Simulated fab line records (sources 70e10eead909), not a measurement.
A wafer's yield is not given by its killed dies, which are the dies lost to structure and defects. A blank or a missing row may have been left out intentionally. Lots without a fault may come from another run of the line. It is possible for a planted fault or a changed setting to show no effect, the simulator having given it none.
Matching of chambers ; flow nand_harc ; 4 sister chambers for NHARC_A_CHANNEL_FILL_D2_CMP_10 on cmp-03
The step polishes, target thk 150 nm. 8 wafers are shown with their chamber, then 9 later ones without.

WAFERS WITH THEIR CHAMBER
wafer;chamber;motor_current_A (A);time_to_endpoint_s (s)
L081.4;1;10.8;10.6
L083.4;3;12.3;13.1
L083.6;2;15.1;12.5
L084.5;2;14.5;14.5
L084.6;1;11.7;15.0
L088.2;0;12.1;17.2
L088.4;3;12.6;16.8
L088.5;0;11.8;15.6

WAFERS WITH NO CHAMBER GIVEN
wafer;motor_current_A (A);time_to_endpoint_s (s)
L091.3;12.4;13.7
L091.4;14.5;15.1
L091.6;14.1;13.9
L094.2;11.9;14.2
L094.4;11.9;13.2
L094.6;12.6;16.1
L097.2;14.5;17.0
L097.4;12.3;19.7
L097.6;13.8;17.0

WHICH CHAMBER EACH ONE RAN IN
wafer;from the rows above;in truth
L091.3;can't be placed: 3 or 0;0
L091.4;2;2
L091.6;2;2
L094.2;can't be placed: 0 or 3 or 1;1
L094.4;can't be placed: 0 or 3 or 1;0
L094.6;can't be placed: 3 or 0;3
L097.2;2;2
L097.4;can't be placed: 0 or 3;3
L097.6;can't be placed: 2 or 3 or 0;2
3 of 9 placed correctly. From these rows, 6 cannot be placed; in 6 the true chamber is one of the candidates. Placed wrongly: 0.
How it was worked out, from the rows above alone: a wafer's distance from a chamber is the root of the sum, over the readings, of the square of ((its reading less the chamber's mean) divided by the reading's scatter). If the next closest chamber is less than 2 further off than the closest, the wafer can't be placed; otherwise it belongs to the closest. For every chamber, the mean is computed from those of its wafers that are shown. How the scatter is found: for the shown wafers, subtract from each reading the mean of its chamber, square and add these, divide the total by (wafers less chambers), then take the root.
